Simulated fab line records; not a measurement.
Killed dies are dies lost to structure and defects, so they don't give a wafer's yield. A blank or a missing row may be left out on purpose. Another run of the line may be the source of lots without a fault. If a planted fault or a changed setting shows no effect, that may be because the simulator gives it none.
fab line records | flow n5Finfet
record lots=5 wafers=15 lastDay=18
route steps=1938 shown BEOL_M0_SAQP@696 BEOL_M0_CUTY@701 BEOL_M0@715
lots that met no fault: taken from a fault-free run of the same line
startH: hours from the record's opening day to when the first of the lot's shown wafers began | waitH: time in hours since the lot's previous step | " same as the row above | L1.1+2: a single row standing in for several wafers | - either no value or no given start | * or withheld: withheld | < > ~ a bound
route shown NAME@n: names a module that has steps shown in the file, with the first one's number in the route | usual: mean/standard deviation taken from wafers without a fault | same: alike in all rows | chamber/n: place in a boat | sites: readings site by site | _std_site: the values' standard deviation | _edge_site: outer sites' mean less inner sites' | radiusMm: for every site, how far away it sits from the centre of the wafer | mask NAME#n: copy n | behind: tool/chamber where the wafer was last shaped | hold: the reason the lot was held/the length of the hold in hours/how it ended | device: the n, p or np transistor that did not switch | end of line: the tests these same wafers got at the end of their route | a step with no rows: only its recipe | killed: dies that structure and defects cost at the first sort, which is not the same as the wafer's yield | map: the dies of a wafer, with x for killed, . for not killed, _ for no die there
set.NAME: the setting that was run; set.NAME@STEP: the one run at that earlier step | model.NAME: the simulator's own value behind a step, which no gauge read
lots at selected steps of the route; one table per step, one row per wafer
services: when a tool's chamber went out of use (startH, in hours from the record's first day, below 0 if earlier), for how many hours, and the reason
## steps
# step N5_BEOL_M0_SAQP_STRIP_74
# recipe chemistry=N2/H2 tempC=40 n2FlowSccm=200 h2FlowSccm=200 rfFrequencyHz=6e+07
# columns lot.wafer tool chamber startH waitH
L078.2+3+5 rieDiel-05 1,0,0 134.26 0.1
L083.1+3+4 rieDiel-04 2,0,1 169.96 0.1
L091.4+5+6 rieDiel-05 2,1,2 215.95 0.1
L095.1+3+5 rieDiel-05 2,3,3 235.80 0.1
L097.3+4+6 rieDiel-05 0,2,0 251.42 0.1
# step N5_BEOL_M0_SAQP_STRIP_89
# recipe chemistry=N2/H2 tempC=40 n2FlowSccm=200 h2FlowSccm=200 rfFrequencyHz=6e+07
# columns lot.wafer tool chamber startH waitH
L078.2+3+5 rieDiel-05 1,0,0 134.27 0.0
L083.1+3+4 rieDiel-04 2,0,1 169.97 0.0
L091.4+5+6 rieDiel-05 2,1,2 215.96 0.0
L095.1+3+5 rieDiel-05 2,3,3 235.81 0.0
L097.3+4+6 rieDiel-05 0,2,0 251.43 0.0
# step N5_BEOL_M0_SAQP_ALD_48
# recipe material=SiO2 targetThkA=200 tempC=100 aldPrecursorFamily=BDEAS aldCoReactant=O2-plasma pulseTimeS=1 coReactantPulseTimeS=1 purgeTimeS=2 coReactantPurgeTimeS=2 aldCycles=139 pressureTorr=2
# usual heaterPowerOuterW=41/4.3 heaterPowerW=79/7.5 precursorPulseHeightRel=1.001/0.02
# columns lot.wafer tool chamber startH waitH heaterPowerOuterW heaterPowerW precursorPulseHeightRel
L078.2 aldSin-01 3 134.30 0.0 46 89 1.002
L078.3 " 2 " " 35 73 1.032
L078.5 " 3 " " 44 87 1.010
L083.1 aldSin-03 1 170.02 0.1 40 78 0.982
L083.3 " 2 " " 40 81 0.978
L083.4 " 0 " " 37 74 1.001
L091.4 aldSin-03 0 215.99 0.0 38 76 0.989
L091.5 " 1 " " 41 78 0.988
L091.6 " 0 " " 38 74 0.972
L095.1 aldSin-02 2 235.84 0.0 39 75 1.018
L095.3 " 0 " " 47 85 0.980
L095.5 " 3 " " 48 85 1.038
L097.3 aldSin-02 2 251.95 0.5 40 78 1.005
L097.4 " 3 " " 49 85 1.008
L097.6 " 0 " " 46 88 0.994
# step N5_BEOL_M0_SAQP_ETCH_49
# recipe chemistry=CF4/O2 targetDepthA=370 target=SiO2 pressureMtorr=40 sourceW=535 biasW=49 Ar_flow_sccm=100 cf4FlowSccm=100 O2_flow_sccm=10 ionEnergyEv=100
# usual drypumpMotorCurrentA=5.5/0.42 oesProductAu=0.79/0.081 rfFwdPowerW=532.8/1.7 rfVppV=241.1/2.4 showerheadPlenumPTorr=2.22/0.061 throttleValvePct=15.82/0.15
# columns lot.wafer tool chamber startH waitH drypumpMotorCurrentA oesProductAu rfFwdPowerW rfHoursCounterH rfVppV showerheadPlenumPTorr throttleValvePct
L078.2 rieDiel-05 0 134.83 0.3 4.7 0.70 532.9 208 241.9 2.27 15.95
L078.3 " 1 " " 5.8 0.74 533.6 154 235.3 2.12 15.69
L078.5 " 1 " " 5.8 0.75 529.5 - 237.0 2.12 15.71
L083.1 rieDiel-03 2 170.56 0.3 5.4 0.94 535.7 14 244.0 2.17 15.71
L083.3 " 3 " " 6.2 0.82 531.9 67 243.0 2.14 15.74
L083.4 " 0 " " 5.6 0.74 531.0 174 240.5 2.20 15.74
L091.4 rieDiel-04 0 216.52 0.3 5.7 0.74 530.1 178 239.7 2.20 15.87
L091.5 " 0 " " 5.7 0.74 532.0 - 239.2 2.20 15.87
L091.6 " 3 " " 5.3 0.71 530.6 - 243.3 2.29 16.09
L095.1 rieDiel-04 3 236.37 0.3 5.2 0.71 530.6 183 242.1 2.29 16.09
L095.3 " 1 " " 4.9 0.85 532.9 73 236.7 2.33 15.88
L095.5 " 1 " " 4.9 0.85 533.9 - 237.2 2.33 15.88
L097.3 rieDiel-05 2 252.47 0.3 6.0 0.76 530.3 162 245.8 2.21 15.85
L097.4 " 3 " " 5.8 0.72 532.2 166 242.2 2.20 15.91
L097.6 " 2 " " 6.1 0.76 529.3 - 244.6 2.21 15.82
# step N5_BEOL_M0_SAQP_STRIP_75
# recipe chemistry=CF4 resist=SiARC powerW=300 biasPowerW=75 pressureMtorr=50 cf4FlowSccm=150 rfFrequencyHz=6e+07
# usual drypumpMotorCurrentA=5.5/0.42 oesProductAu=0.181/0.017 rfFwdPowerW=294.1/1.5 rfVppV=271.4/1.3 showerheadPlenumPTorr=1.80/0.049 throttleValvePct=13.56/0.16
# columns lot.wafer tool chamber startH waitH drypumpMotorCurrentA oesProductAu rfFwdPowerW rfHoursCounterH rfVppV showerheadPlenumPTorr throttleValvePct
L078.2 rieDiel-05 0 134.93 0.1 4.7 0.164 295.9 208 271.7 1.84 13.71
L078.3 " 1 " " 5.8 0.179 293.8 154 268.9 1.72 13.43
L078.5 " 1 " " 5.8 0.175 294.8 - 269.1 1.72 13.45
L083.1 rieDiel-03 2 170.66 0.1 5.4 0.211 292.9 14 269.9 1.77 13.40
L083.3 " 3 " " 6.2 0.191 294.5 68 269.5 1.74 13.47
L083.4 " 0 " " 5.6 0.176 296.0 174 271.0 1.79 13.52
L091.4 rieDiel-04 0 216.62 0.1 5.6 0.172 291.8 178 271.5 1.79 13.64
L091.5 " 0 " " 5.6 0.170 291.1 - 272.0 1.79 13.65
L091.6 " 3 " " 5.2 0.167 293.4 - 272.1 1.86 13.82
L095.1 rieDiel-04 3 236.47 0.1 5.3 0.166 293.0 183 272.3 1.86 13.85
L095.3 " 1 " " 4.8 0.195 294.6 73 273.6 1.89 13.57
L095.5 " 1 " " 4.9 0.195 295.9 - 272.8 1.89 13.58
L097.3 rieDiel-05 2 252.57 0.1 6.1 0.175 291.5 162 269.3 1.80 13.59
L097.4 " 3 " " 5.8 0.163 293.2 167 272.7 1.79 13.68
L097.6 " 2 " " 6.1 0.172 292.3 - 271.9 1.80 13.59
# step N5_BEOL_M0_CUTY_COAT_50
# recipe resist=SiARC tempC=220 timeS=60 spinRpm=1500 resistThkNm=15
# columns lot.wafer tool chamber startH waitH
L078.2+3+5 lithoTrack-03 0 134.97 0.0
L083.1+3+4 lithoTrack-03 0 170.71 0.0
L091.4+5+6 lithoTrack-02 0 216.67 0.0
L095.1+3+5 lithoTrack-03 0 236.51 0.0
L097.3+4+6 lithoTrack-02 0 252.62 0.0
# step N5_BEOL_M0_CUTY_COAT_51
# recipe resist=CAR-ArF-block spinRpm=1500 resistThkNm=150
# columns lot.wafer tool chamber startH waitH
L078.2+3+5 lithoTrack-03 0 - -
L083.1+3+4 lithoTrack-03 0 - -
L091.4+5+6 lithoTrack-02 0 - -
L095.1+3+5 lithoTrack-03 0 - -
L097.3+4+6 lithoTrack-02 0 - -
# step N5_BEOL_M0_CUTY_EBR_52
# recipe solvent=PGMEA ebrWidthMm=1.5
# columns lot.wafer tool chamber startH waitH
L078.2+3+5 lithoTrack-03 0 - -
L083.1+3+4 lithoTrack-03 0 - -
L091.4+5+6 lithoTrack-02 0 - -
L095.1+3+5 lithoTrack-03 0 - -
L097.3+4+6 lithoTrack-02 0 - -
# step N5_BEOL_M0_CUTY_SOFTBAKE_53
# recipe tempC=110 timeS=60 resist=CAR-ArF-block
# columns lot.wafer tool chamber startH waitH
L078.2+3+5 lithoTrack-03 0 - -
L083.1+3+4 lithoTrack-03 0 - -
L091.4+5+6 lithoTrack-02 0 - -
L095.1+3+5 lithoTrack-03 0 - -
L097.3+4+6 lithoTrack-02 0 - -
# step N5_BEOL_M0_CUTY_EXPOSE_54
# recipe maskId=M0_ABLK na=1.35 sourceShape=conventional sigmaOuter=0.8 polarization=unpolarized doseMj=36
# columns lot.wafer tool chamber startH waitH mask
L078.2+3+5 arfiScanner-03 0 135.20 - M0_ABLK#0
L083.1+3+4 arfiScanner-01 0 170.93 - M0_ABLK#0
L091.4+5+6 arfiScanner-03 0 216.91 - M0_ABLK#0
L095.1+3+5 arfiScanner-03 0 236.74 - M0_ABLK#0
L097.3+4+6 arfiScanner-01 0 252.73 - M0_ABLK#0
# step N5_BEOL_M0_CUTY_PEB_55
# recipe pebTempC=110 pebTimeS=60 resist=CAR-ArF-block
# same pebTimeS=60
# columns lot.wafer tool chamber startH waitH
L078.2+3+5 lithoTrack-03 0 135.25 0.0
L083.1+3+4 lithoTrack-03 0 170.99 0.1
L091.4+5+6 lithoTrack-02 0 216.95 0.0
L095.1+3+5 lithoTrack-03 0 236.79 0.1
L097.3+4+6 lithoTrack-02 0 252.77 0.0
# step N5_BEOL_M0_CUTY_DEVELOP_56
# recipe developTimeS=30 developer=TMAH resist=CAR-ArF-block rinseLiquid=diw dry=airSpin devTempC=23
# columns lot.wafer tool chamber startH waitH
L078.2+3+5 lithoTrack-03 0 - -
L083.1+3+4 lithoTrack-03 0 - -
L091.4+5+6 lithoTrack-02 0 - -
L095.1+3+5 lithoTrack-03 0 - -
L097.3+4+6 lithoTrack-02 0 - -
# step N5_BEOL_M0_CUTY_CD_MEAS_57
# recipe targetCdNm=200 landingEnergyEv=500 detector=seInlens polarity=line
# usual cdNm=199.5/0.97
# columns lot.wafer tool chamber startH waitH cdNm
L078.2 cdSem-03 0 135.32 - 200.3
L078.3 " 0 " " 200.5
L078.5 " 0 " " 200.5
L083.1 cdSem-01 0 171.06 - 198.2
L083.3 " 0 " " 197.8
L083.4 " 0 " " 199.2
L091.4 cdSem-03 0 217.02 - 200.0
L091.5 " 0 " " 199.7
L091.6 " 0 " " 199.7
L095.1 cdSem-02 0 236.86 - 200.5
L095.3 " 0 " " 200.0
L095.5 " 0 " " 200.3
L097.3 cdSem-02 0 252.84 - 200.4
L097.4 " 0 " " 201.2
L097.6 " 0 " " 201.1
# step N5_BEOL_M0_CUTY_OVL_MEAS_58
# recipe pointsPerWafer=44
# usual M0_ABLK_OVL=0.0/0.71
# columns lot.wafer tool chamber startH waitH M0_ABLK_OVL[nm]
L078.2 overlay-01 0 135.35 0.0 0.5
L078.3 " 0 " " 0.3
L078.5 " 0 " " -0.2
L083.1 overlay-01 0 171.09 0.0 1.3
L083.3 " 0 " " 1.5
L083.4 " 0 " " 1.1
L091.4 overlay-01 0 217.04 0.0 0.8
L091.5 " 0 " " 0.4
L091.6 " 0 " " 0.8
L095.1 overlay-01 0 236.89 0.0 -0.2
L095.3 " 0 " " -0.5
L095.5 " 0 " " 0.6
L097.3 overlay-01 0 252.87 0.0 0.4
L097.4 " 0 " " -1.1
L097.6 " 0 " " -1.1
# step N5_BEOL_M0_CUTY_INSPECT_59
# recipe mode=adi inspectInstrument=macro
# usual rawDefectCount=2.2/1.4
# columns lot.wafer tool chamber startH waitH rawDefectCount
L078.2 defectInspect-02 - 135.37 0.0 1
L078.3 " - " " 3
L078.5 " - " " 1
L083.1 defectInspect-02 - 171.12 0.0 1
L083.3 " - " " 0
L083.4 " - " " 2
L091.4 defectInspect-01 - 217.07 0.0 2
L091.5 " - " " 4
L091.6 " - " " 1
L095.1 defectInspect-02 - 236.91 0.0 3
L095.3 " - " " 1
L095.5 " - " " 3
L097.3 defectInspect-01 - 252.89 0.0 2
L097.4 " - " " 2
L097.6 " - " " 2
# step N5_BEOL_M0_CUTY_DESCUM_61
# recipe chemistry=O2 timeS=7.9 sourcePowerW=50 biasPowerW=20 pressureMtorr=20 rfFrequencyHz=2.712e+07 tempC=40 resist=CAR-ArF-block o2FlowSccm=225
# usual drypumpMotorCurrentA=5.5/0.38 oesProductAu=0.78/0.08 rfFwdPowerW=49.38/0.26 rfVppV=243.0/1.7 showerheadPlenumPTorr=2.08/0.096 throttleValvePct=20.53/0.18
# columns lot.wafer tool chamber startH waitH drypumpMotorCurrentA oesProductAu rfFwdPowerW rfHoursCounterH rfVppV showerheadPlenumPTorr throttleValvePct
L078.2 rieDiel-01 1 135.46 0.1 5.3 0.80 49.24 112 242.7 2.03 20.67
L078.3 " 2 " " 4.9 0.75 49.28 163 240.7 1.92 20.62
L078.5 " 2 " " 4.9 0.75 49.64 - 239.9 1.92 20.61
L083.1 rieDiel-01 2 171.15 0.0 4.9 0.73 49.77 177 241.0 1.92 20.63
L083.3 " 3 " " 5.6 0.95 49.80 4 245.2 2.15 20.37
L083.4 " 0 " " 5.0 0.69 49.44 225 242.4 1.97 20.45
L091.4 rieDiel-02 0 217.10 0.0 5.9 0.79 49.57 134 245.3 2.19 20.71
L091.5 " 2 " " 5.4 0.68 49.30 - 242.0 2.06 20.66
L091.6 " 1 " " 5.4 0.80 49.04 - 245.1 2.20 20.71
L095.1 rieDiel-01 2 237.25 0.3 4.9 0.71 49.76 199 239.4 1.91 20.66
L095.3 " 3 " " 5.6 0.88 49.60 26 244.3 2.14 20.41
L095.5 " 2 " " 4.9 0.71 49.85 - 240.1 1.91 20.67
L097.3 rieDiel-02 2 252.95 0.1 5.4 1.01 49.39 0 241.0 2.06 20.26
L097.4 " 1 " " 5.4 0.78 49.03 123 245.5 2.19 20.74
L097.6 " 0 " " 5.9 0.78 49.83 - 244.3 2.18 20.75
# step N5_BEOL_M0_CUTY_ETCH_62
# recipe chemistry=CF4 target=SiARC maskMaterial=CAR-ArF-block timeS=58.5 ionEnergyEv=80 pressureMtorr=40 sourceW=545 biasW=36 Ar_flow_sccm=100 cf4FlowSccm=100 ends=cleared
# usual drypumpMotorCurrentA=5.5/0.39 etchRfOnTimeS=58.7/0.95 oesProductAu=0.66/0.066 rfFwdPowerW=538/3.1 rfVppV=184.0/1.5 showerheadPlenumPTorr=2.13/0.093 throttleValvePct=15.71/0.18
# columns lot.wafer tool chamber startH waitH drypumpMotorCurrentA etchRfOnTimeS oesProductAu rfFwdPowerW rfHoursCounterH rfVppV showerheadPlenumPTorr throttleValvePct
L078.2 rieDiel-01 1 135.49 0.0 5.3 59.4 0.68 534 112 182.9 2.07 15.75
L078.3 " 2 " " 4.9 57.7 0.64 539 163 182.4 1.98 15.81
L078.5 " 2 " " 4.9 57.4 0.64 540 - 181.3 1.98 15.83
L083.1 rieDiel-01 2 171.18 0.0 4.9 58.0 0.63 542 177 182.2 1.98 15.86
L083.3 " 3 " " 5.5 58.8 0.81 542 4 184.2 2.19 15.47
L083.4 " 0 " " 5.0 59.5 0.60 538 225 181.2 2.03 15.69
L091.4 rieDiel-02 0 217.14 0.0 5.9 57.9 0.67 540 134 183.7 2.23 15.88
L091.5 " 2 " " 5.4 60.2 0.58 535 - 185.4 2.10 15.82
L091.6 " 1 " " 5.4 58.7 0.68 534 - 185.6 2.25 15.89
L095.1 rieDiel-01 2 237.28 0.0 4.9 58.2 0.62 539 199 182.7 1.97 15.90
L095.3 " 3 " " 5.6 59.0 0.75 544 26 184.8 2.19 15.51
L095.5 " 2 " " 4.9 58.5 0.61 541 - 181.7 1.97 15.90
L097.3 rieDiel-02 2 252.98 0.0 5.4 57.9 0.86 532 0 182.8 2.10 15.31
L097.4 " 1 " " 5.4 58.4 0.67 533 123 185.3 2.24 15.90
L097.6 " 0 " " 5.9 57.3 0.67 539 - 184.9 2.23 15.91
# step N5_BEOL_M0_CUTY_ETCH_63
# recipe chemistry=N2/H2 target=SOC targetDepthA=827 overetchA=165 maskMaterial=SiARC tempC=40 ionEnergyEv=200 timeS=124 pressureMtorr=30 sourceW=840 biasW=150 n2FlowSccm=200 h2FlowSccm=200
# usual drypumpMotorCurrentA=5.5/0.38 oesProductAu=0.64/0.063 rfFwdPowerW=836.6/2.8 rfVppV=524/3.2 showerheadPlenumPTorr=2.53/0.12 throttleValvePct=17.94/0.18
# columns lot.wafer tool chamber startH waitH drypumpMotorCurrentA oesProductAu rfFwdPowerW rfHoursCounterH rfVppV showerheadPlenumPTorr throttleValvePct
L078.2 rieDiel-01 1 135.54 0.0 5.3 0.66 834.3 112 521 2.46 18.02
L078.3 " 2 " " 4.9 0.62 840.9 163 518 2.34 18.03
L078.5 " 2 " " 4.9 0.62 841.2 - 518 2.33 18.03
L083.1 rieDiel-01 2 171.23 0.0 4.9 0.60 837.1 177 518 2.33 18.06
L083.3 " 3 " " 5.6 0.77 835.7 4 526 2.60 17.72
L083.4 " 0 " " 5.0 0.57 838.3 225 519 2.41 17.92
L091.4 rieDiel-02 0 217.18 0.0 5.9 0.64 836.0 134 527 2.66 18.07
L091.5 " 2 " " 5.4 0.57 839.8 - 524 2.50 18.04
L091.6 " 1 " " 5.4 0.65 831.6 - 528 2.68 18.13
L095.1 rieDiel-01 2 237.33 0.0 4.9 0.59 836.2 199 517 2.32 18.10
L095.3 " 3 " " 5.6 0.72 841.1 26 525 2.60 17.76
L095.5 " 2 " " 4.9 0.59 839.1 - 517 2.32 18.10
L097.3 rieDiel-02 2 253.03 0.0 5.4 0.82 833.6 0 522 2.50 17.60
L097.4 " 1 " " 5.4 0.63 836.1 123 529 2.67 18.17
L097.6 " 0 " " 5.9 0.63 838.7 - 527 2.65 18.07
# step N5_BEOL_M0_CUTY_STRIP_64
# recipe chemistry=N2/H2 tempC=40 n2FlowSccm=200 h2FlowSccm=200 rfFrequencyHz=6e+07
# columns lot.wafer tool chamber startH waitH
L078.2+3+5 rieDiel-01 1,2,2 135.65 0.1
L083.1+3+4 rieDiel-01 2,3,0 171.34 0.1
L091.4+5+6 rieDiel-02 0,2,1 217.30 0.1
L095.1+3+5 rieDiel-01 2,3,2 237.44 0.1
L097.3+4+6 rieDiel-02 2,1,0 253.14 0.1
# step N5_BEOL_M0_ETCH_138
# recipe chemistry=CH3F/O2 targetDepthA=120 target=SiCN timeS=31.6 ionEnergyEv=120 pressureMtorr=30 sourceW=395 biasW=75 Ar_flow_sccm=150 CH3F_flow_sccm=30 O2_flow_sccm=20 ends=cleared
# usual CH3F_flow_sccm=30.00/0.093 drypumpMotorCurrentA=5.5/0.39 etchRfOnTimeS=29.4/0.67 oesProductAu=0.66/0.067 rfFwdPowerW=386.2/1.7 rfVppV=297.1/2 showerheadPlenumPTorr=1.99/0.091 throttleValvePct=16.41/0.17
# columns lot.wafer tool chamber startH waitH CH3F_flow_sccm drypumpMotorCurrentA etchRfOnTimeS oesProductAu rfFwdPowerW rfHoursCounterH rfVppV showerheadPlenumPTorr throttleValvePct
L078.2 rieDiel-01 1 135.66 0.0 29.93 5.3 28.9 0.68 384.2 112 296.8 1.93 16.44
L078.3 " 2 " " 30.01 4.9 28.4 0.63 387.7 163 294.3 1.84 16.51
L078.5 " 2 " " 29.95 4.9 28.7 0.64 387.6 - 293.3 1.84 16.50
L083.1 rieDiel-01 2 171.35 0.0 30.01 4.9 29.4 0.62 387.3 177 293.2 1.84 16.53
L083.3 " 3 " " 30.01 5.6 28.9 0.80 388.4 4 298.3 2.05 16.20
L083.4 " 0 " " 29.92 5.0 30.3 0.59 386.9 225 293.9 1.89 16.39
L091.4 rieDiel-02 0 217.31 0.0 30.05 5.9 28.8 0.67 387.6 134 297.2 2.09 16.58
L091.5 " 2 " " 30.00 5.4 30.1 0.59 384.7 - 296.4 1.97 16.52
L091.6 " 1 " " 30.11 5.4 29.1 0.67 385.5 - 299.8 2.10 16.58
L095.1 rieDiel-01 2 237.45 0.0 30.10 4.9 29.0 0.61 387.5 199 293.9 1.83 16.57
L095.3 " 3 " " 30.13 5.6 30.4 0.75 388.4 26 297.0 2.05 16.27
L095.5 " 2 " " 30.09 4.9 30.6 0.61 389.6 - 292.9 1.83 16.57
L097.3 rieDiel-02 2 253.15 0.0 29.93 5.4 29.2 0.86 385.0 0 296.2 1.97 16.07
L097.4 " 1 " " 30.07 5.4 30.0 0.67 387.7 123 299.5 2.09 16.60
L097.6 " 0 " " 29.97 5.9 28.8 0.66 386.8 - 299.7 2.09 16.62
# step N5_BEOL_M0_HM_OPEN_105
# recipe chemistry=Cl2/BCl3 targetDepthA=120 target=TiN ionEnergyEv=150 pressureMtorr=10 icpW=1000 biasW=126 Cl2_flow_sccm=53.25 bcl3FlowSccm=21.75 Ar_flow_sccm=25
# usual drypumpMotorCurrentA=5.86/0.17 oesProductAu=0.80/0.12 rfFwdPowerW=995/3.5 throttleValvePct=21.90/0.29
# columns lot.wafer tool chamber startH waitH drypumpMotorCurrentA oesProductAu rfFwdPowerW rfHoursCounterH throttleValvePct
L078.2 rieMetal-02 0 137.05 1.3 6.07 0.93 993 3 21.74
L078.3 " 1 " " 5.84 0.61 1000 - 22.06
L078.5 " 1 " " 5.86 0.62 995 - 22.07
L083.1 rieMetal-02 0 171.47 0.1 6.08 0.93 993 5 21.73
L083.3 " 0 " " 6.08 0.92 999 - 21.75
L083.4 " 1 " " 5.85 0.61 999 - 22.09
L091.4 rieMetal-03 1 218.51 1.2 5.59 0.80 993 - 22.30
L091.5 " 0 " " 5.82 0.86 996 - 21.42
L091.6 " 1 " " 5.60 0.80 993 - 22.31
L095.1 rieMetal-02 1 239.74 2.3 5.83 0.99 995 2 21.71
L095.3 " 0 " " 6.07 0.87 993 - 21.77
L095.5 " 1 " " 5.83 0.98 994 - 21.72
L097.3 rieMetal-01 0 256.57 3.4 6.03 0.83 991 - 21.75
L097.4 " 1 " " 5.65 0.65 995 - 22.27
L097.6 " 0 " " 6.03 0.82 989 - 21.76
# step N5_BEOL_M0_STRIP_140
# recipe chemistry=CF4 resist=SiARC powerW=300 biasPowerW=75 pressureMtorr=50 cf4FlowSccm=150 rfFrequencyHz=6e+07
# usual drypumpMotorCurrentA=5.6/0.42 oesProductAu=0.77/0.082 rfFwdPowerW=292.6/0.77 rfVppV=271.0/2 showerheadPlenumPTorr=1.79/0.074 throttleValvePct=13.67/0.2
# columns lot.wafer tool chamber startH waitH drypumpMotorCurrentA oesProductAu rfFwdPowerW rfHoursCounterH rfVppV showerheadPlenumPTorr throttleValvePct
L078.2 rieDiel-06 3 137.22 0.1 6.3 0.92 293.0 18 271.2 1.76 13.29
L078.3 " 2 " " 5.9 0.70 293.4 195 270.9 1.78 13.77
L078.5 " 0 " " 5.6 0.84 292.1 - 274.4 1.90 13.47
L083.1 rieDiel-06 1 171.69 0.2 6.3 0.98 293.5 1 272.5 1.91 13.54
L083.3 " 0 " " 5.6 0.82 293.9 68 274.0 1.89 13.49
L083.4 " 2 " " 5.9 0.69 291.3 207 270.4 1.77 13.79
L091.4 rieDiel-02 0 218.64 0.1 5.9 0.77 292.6 135 271.3 1.87 13.84
L091.5 " 1 " " 5.4 0.78 293.6 - 274.8 1.88 13.87
L091.6 " 2 " " 5.4 0.69 292.6 - 270.6 1.76 13.81
L095.1 rieDiel-01 2 239.92 0.1 4.9 0.72 292.5 200 267.9 1.66 13.85
L095.3 " 1 " " 5.3 0.76 293.0 150 269.5 1.73 13.79
L095.5 " 3 " " 5.6 0.87 293.4 - 271.4 1.83 13.45
L097.3 rieDiel-06 0 256.95 0.3 5.6 0.79 291.7 98 271.4 1.89 13.58
L097.4 " 2 " " 5.9 0.66 292.0 236 271.9 1.77 13.87
L097.6 " 3 " " 6.3 0.83 291.0 - 270.6 1.75 13.39
# step N5_BEOL_M0_STRIP_104
# recipe chemistry=N2/H2 powerW=450 tempC=40 pressureMtorr=20 rfFrequencyHz=6e+07 overashFraction=0.3 biasPowerW=7 h2Frac=0.5 n2FlowSccm=200 h2FlowSccm=200
# usual drypumpMotorCurrentA=5.6/0.42 oesProductAu=0.78/0.087 rfVppV=59.0/1.7 showerheadPlenumPTorr=2.53/0.11 throttleValvePct=23.76/0.21
# columns lot.wafer tool chamber startH waitH drypumpMotorCurrentA oesProductAu rfHoursCounterH rfVppV showerheadPlenumPTorr throttleValvePct
L078.2 rieDiel-06 3 137.24 0.0 6.4 0.94 18 59.0 2.49 23.35
L078.3 " 2 " " 5.9 0.70 195 57.7 2.53 23.97
L078.5 " 0 " " 5.6 0.84 - 60.2 2.68 23.53
L083.1 rieDiel-06 1 171.71 0.0 6.4 1.00 1 61.9 2.71 23.85
L083.3 " 0 " " 5.6 0.84 68 59.6 2.68 23.52
L083.4 " 2 " " 5.9 0.70 207 56.9 2.52 23.98
L091.4 rieDiel-02 0 218.66 0.0 5.9 0.77 135 59.2 2.65 23.82
L091.5 " 1 " " 5.4 0.79 - 61.6 2.67 24.00
L091.6 " 2 " " 5.4 0.69 - 57.9 2.50 23.85
L095.1 rieDiel-01 2 239.94 0.0 4.9 0.71 200 55.7 2.32 23.95
L095.3 " 1 " " 5.3 0.77 150 58.0 2.44 23.95
L095.5 " 3 " " 5.6 0.88 - 58.8 2.59 23.60
L097.3 rieDiel-06 0 256.97 0.0 5.6 0.80 98 60.5 2.66 23.55
L097.4 " 2 " " 5.9 0.66 236 59.0 2.51 23.99
L097.6 " 3 " " 6.3 0.87 - 57.2 2.47 23.43
# step N5_BEOL_M0_WET_ETCH_106
# recipe chemistry=DHF dilution=10:1 tempC=25 target=SiO2 targetDepthA=1300 dry=ipaMarangoni rinseTimeS=30 rinseTempC=23
# usual bathHeatDutyPct=6.1/0.85
# columns lot.wafer tool chamber startH waitH bathHeatDutyPct
L078.2 wetBench-02 3 137.30 - 6.7
L078.3 " 6 " " 6.5
L078.5 " 2 " " 5.3
L083.1 wetBench-02 7 171.77 - 6.4
L083.3 " 3 " " 7.6
L083.4 " 0 " " 6.3
L091.4 wetBench-01 6 218.73 - 6.5
L091.5 " 4 " " 6.3
L091.6 " 0 " " 5.3
L095.1 wetBench-02 1 240.00 - 5.8
L095.3 " 0 " " 5.8
L095.5 " 4 " " 4.9
L097.3 wetBench-01 2 257.04 - 5.9
L097.4 " 7 " " 6.3
L097.6 " 0 " " 5.2
# step N5_BEOL_M0_ETCH_128
# recipe chemistry=CF4/N2 targetDepthA=120 overetchA=51 target=SiCN timeS=21.4 ionEnergyEv=150 pressureMtorr=40 sourceW=430 biasW=70 Ar_flow_sccm=100 cf4FlowSccm=60 n2FlowSccm=60
# usual drypumpMotorCurrentA=5.7/0.44 oesProductAu=0.54/0.056 rfFwdPowerW=425.0/2.3 rfVppV=382.3/2.5 showerheadPlenumPTorr=2.21/0.096 throttleValvePct=15.52/0.18
# columns lot.wafer tool chamber startH waitH drypumpMotorCurrentA oesProductAu rfFwdPowerW rfHoursCounterH rfVppV showerheadPlenumPTorr throttleValvePct
L078.2 rieDiel-06 2 137.36 0.0 5.9 0.48 424.3 195 381.0 2.20 15.63
L078.3 " 1 " " 6.3 0.47 426.6 245 379.8 2.09 15.89
L078.5 " 0 " " 5.6 0.58 422.3 - 384.6 2.33 15.31
L083.1 rieDiel-01 0 172.40 0.6 5.0 0.48 423.7 225 380.1 2.09 15.53
L083.3 " 1 " " 5.3 0.54 423.9 126 380.2 2.13 15.61
L083.4 " 3 " " 5.6 0.65 427.5 4 382.7 2.26 15.30
L091.4 rieDiel-06 3 218.93 0.2 6.3 0.60 423.3 48 380.5 2.16 15.23
L091.5 " 1 " " 6.3 0.64 424.9 - 384.9 2.34 15.45
L091.6 " 2 " " 5.9 0.47 425.5 - 381.6 2.19 15.67
L095.1 rieDiel-01 2 240.06 0.0 4.9 0.49 426.3 200 376.7 2.03 15.71
L095.3 " 1 " " 5.3 0.54 423.9 150 381.5 2.12 15.64
L095.5 " 1 " " 5.3 0.54 422.8 - 381.6 2.12 15.65
L097.3 rieDiel-06 3 257.35 0.3 6.3 0.60 421.8 62 381.0 2.15 15.26
L097.4 " 0 " " 5.6 0.56 421.6 98 384.5 2.32 15.39
L097.6 " 1 " " 6.3 0.63 427.6 - 385.0 2.34 15.47
## services
# columns tool chamber startH hours kind
arfiScanner-01 - 113.50 1.3 pm
arfiScanner-03 - 120.90 1.0 pm
arfiScanner-01 - 131.64 3.1 pm
rieDiel-05 2 133.74 16.1 repair
arfiScanner-03 - 146.99 3.1 pm
arfiScanner-03 - 159.97 1.0 pm
rieDiel-02 2 170.33 32.7 repair
arfiScanner-01 - 176.64 1.4 repair
rieDiel-04 3 177.55 5.5 repair
rieDiel-03 2 191.94 6.5 repair
rieDiel-01 1 192.44 4.1 repair
aldSin-02 - 194.93 14.6 pm
arfiScanner-01 - 196.09 4.8 pm
rieDiel-05 - 203.16 0.3 repair
arfiScanner-03 - 204.82 0.8 pm
rieDiel-04 0 208.33 7.4 repair
arfiScanner-01 - 210.49 1.0 repair
arfiScanner-01 - 222.48 0.8 pm
arfiScanner-03 - 222.57 1.3 pm
arfiScanner-01 - 231.56 1.0 pm
arfiScanner-01 - 239.00 1.3 pm
arfiScanner-03 - 241.23 5.0 pm
rieDiel-06 0 243.05 2.5 repair
arfiScanner-03 - 246.26 3.9 pm
## key
fault none
